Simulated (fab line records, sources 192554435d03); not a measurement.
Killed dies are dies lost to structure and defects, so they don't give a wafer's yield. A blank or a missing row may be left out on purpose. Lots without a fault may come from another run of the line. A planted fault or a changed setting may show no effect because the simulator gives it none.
A struck lot beside a sound one | flow n5_finfet | 38 steps out of a route of 1938
Sound: wafers L718.2, L718.3, L718.5. Struck: wafer L725.6. (L725.5 of the same lot was not struck and is left out.) The cause comes at the end.
At each step with rows: each side's tool, then ch and its chambers, then its first start. Under that, the readings that differ: sound wafers | struck wafers | difference of the means | sigmas: that difference in standard deviations of wafers without a fault.
alike: readings whose means differ by less than 2 such deviations, and words and numbers that are the same on both sides. not compared: withheld readings, readings that some wafer has no value for, bounds like >300 that may hide the same value, and numbers for which the record gives no deviation and whose values overlap.
The two part at a step that has a row with sigmas, a row that says differs or no value, or rows on one side only. Numbers that don't overlap but have no deviation are shown without sigmas and don't part them. A reading that every wafer of one side lacks parts them only if that side has two wafers or more.

first, 9 steps without rows for these wafers: N5_BEOL_M8_DESCUM_33 (chemistry O2, time 7 s); N5_BEOL_M8_ETCH_72 (etches underlayer in N2/H2, target depth 6.5 nm, time 5.2 s); N5_BEOL_M8_ETCH_65 (etches SiARC in CF4, target depth 15.6 nm, time 26 s); N5_BEOL_M8_ETCH_66 (etches SOC in N2/H2, target depth 80 nm, overetch 16 nm, time 120 s); N5_BEOL_M8_STRIP_69 (strips in N2/H2); N5_BEOL_M8_STRIP_73 (strips in N2/H2); N5_BEOL_M8_VIA_ETCH_34 (etches SiCOH lowk in C4F6/O2, target depth 125.5 nm, time 50.5 s); N5_BEOL_M8_STRIP_76 (strips in C4F6/O2); N5_BEOL_M8_STRIP_36 (strips in N2/H2).
N5_BEOL_M8_TRENCH_ETCH_37: etches SiCOH lowk in C4F6/O2, target depth 93.478 nm, time 31.2 s.
  sound on rie_diel-06 ch 1,3, day 10 21:40; struck on rie_diel-06 ch 3, day 12 11:19
  reading                                    | sound             | struck | difference | sigmas
  oes_product_au (a.u.)                      | 0.91 0.80 0.90    | 1.15   | +0.28      | +4
  model.BEOL_M8.feature_depth_nm (nm)        | 92 93.6 91.2      | 134.8  | +42.5      |
  model.etch.depth_nm (nm)                   | 92.03 93.52 91.17 | 134.9  | +42.7      |
  model.TiN_of_BEOL_M8_HM_DEP_02.thk_nm (nm) | 17.2 17.4 17.6    | 16.2   | -1.2       |
  alike: drypump_motor_current_A, rf_vpp_V, showerhead_plenum_p_Torr, throttle_valve_pct
  not compared: rf_hours_counter_h
then, 2 steps without rows for these wafers: N5_BEOL_M8_ETCH_41 (etches SiCN in CH3F/O2, target depth 31.9 nm, time 57.8 s); N5_BEOL_M8_STRIP_80 (strips in N2/H2, time 10 s).
N5_BEOL_M8_OCD_MEAS_38:
  sound on ocd-01, day 10 21:49; struck on ocd-02, day 12 11:28
  reading              | sound          | struck | difference | sigmas
  trench_depth_nm (nm) | 92.6 93.6 91.3 | 135.0  | +42.5      | +25
then, 13 steps without rows for these wafers: N5_BEOL_M8_HM_STRIP_39 (strips TiN in peroxide tin strip, target depth 25 nm, time 158 s); N5_BEOL_M8_SRD_40 (time 30 s); N5_BEOL_M8_PRECLEAN_42 (cleans in residue remover, time 60 s); N5_BEOL_M8_SRD_43 (time 30 s); N5_BEOL_M8_CURE_75 (cures SiCOH lowk, time 120 s); N5_BEOL_M8_DEGAS_44 (time 60 s); N5_BEOL_M8_PRE_CLEAN_45 (time 30 s); N5_BEOL_M8_ALD_77 (deposits TaN, target thk 2 nm, pulse time 2 s, purge time 3 s); N5_BEOL_M8_SURFACE_TREAT_79; N5_BEOL_M8_CVD_78 (deposits Co from CCTBA/H2, target thk 2 nm, time 142.3 s); N5_BEOL_M8_SPUTTER_48 (material Cu, target thk 10 nm, time 1.667 s); N5_BEOL_M8_ECD_50 (material Cu, target thk 300 nm); N5_BEOL_M8_ANNEAL_51 (time 90 s).
N5_BEOL_M8_CMP_52: polishes, stops on SiCOH lowk, t overpolish 6.9 s, target thk 80 nm.
  sound on cmp-01 ch 0,1,3, day 10 23:59; struck on cmp-04 ch 0, day 12 13:53
  reading                                | sound        | struck | difference | sigmas
  model.Cu_of_BEOL_M8_ECD_50.thk_nm (nm) | 80 78.4 77.6 | 121.2  | +42.5      |
  alike: clearing_platen_rpm, motor_current_A
N5_BEOL_M8_THK_MEAS_53: measures by xrf.
  sound on film_metro-01, day 11 00:12; struck on film_metro-01, day 12 14:02
  reading     | sound          | struck | difference | sigmas
  M8_THK (nm) | 79.3 78.0 76.9 | 119.5  | +41.4      | +21
then, 2 steps without rows for these wafers: N5_BEOL_M8_PRE_CLEAN_55 (time 15 s); N5_BEOL_M8_DEP_56 (deposits SiCN from 3MS/NH3, target thk 10 nm, time 17.5 s).
N5_BEOL_M8_RS_MEAS_57: measures by four-point-probe.
  sound on film_metro-01, day 11 00:20; struck on film_metro-02, day 12 14:10
  reading        | sound             | struck | difference | sigmas
  M8_RS (ohm/sq) | 0.286 0.292 0.295 | 0.178  | -0.113     | -15
then, 5 steps without rows for these wafers: N5_BEOL_M9_ILD_DEP_00 (deposits SiCOH lowk from DEMS/porogen, target thk 308.51 nm, time 58 s); N5_BEOL_M9_CURE_71 (cures SiCOH lowk, time 240 s); N5_BEOL_M9_PECVD_70 (deposits SiO2 from TEOS/O2, target thk 20 nm, time 22.7 s); N5_BEOL_M9_HM_DEP_02 (deposits TiN, target thk 20 nm); N5_BEOL_M9_COAT_59 (time 60 s, resist thk 100 nm).
-- the record jumps here: 2 days lie between the struck wafers' starts before and after (it left off in module BEOL_M9 and takes up again in module BEOL_M15, whose first step shown is number 1830 of the route) --
N5_BEOL_M15_RC_MEAS_101:
  sound on prober-02 ch 0, day 13 07:53; struck on prober-01 ch 0, day 14 21:02
  reading                   | sound                   | struck   | difference | sigmas
  COMB_M13 (S/m)            | 1.8e-12 2.8e-12 2.7e-12 | 7.4e-12  | +5.0e-12   | +3
  COMB_M13_max_site (S/m)   | 2.9e-12 4.1e-12 3.4e-12 | 1.28e-11 | +9.33e-12  | +4
  SERP_M8 (ohm/um)          | 13.9 13.5 13.9          | 8.3      | -5.5       | -10
  SERP_M8_max_site (ohm/um) | 14.4 14.2 14.2          | 8.5      | -5.8       | -10
  SERP_M9 (ohm/um)          | 3.11 3.14 3.15          | 2.95     | -0.18      | -3
  alike: COMB_M10, COMB_M11, COMB_M11_max_site, COMB_M12, COMB_M14, COMB_M15, COMB_M15_max_site, COMB_M5, COMB_M6, COMB_M7, COMB_M9, SERP_M10, SERP_M11, SERP_M12, SERP_M13, SERP_M14, SERP_M5, SERP_M6, SERP_M7
N5_PASSIVATION_PROBE_49:
  the record has rows for the struck wafers here (prober-02, day 15 11:35) and none for the sound ones

WHERE THEY PART
First at N5_BEOL_M8_TRENCH_ETCH_37; last, within this record, at N5_PASSIVATION_PROBE_49.

WHY: what the simulator had put in
Process parameter drift: rie_diel-06, from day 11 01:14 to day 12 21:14, at N5_BEOL_M8_TRENCH_ETCH_37. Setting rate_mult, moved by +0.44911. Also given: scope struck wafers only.
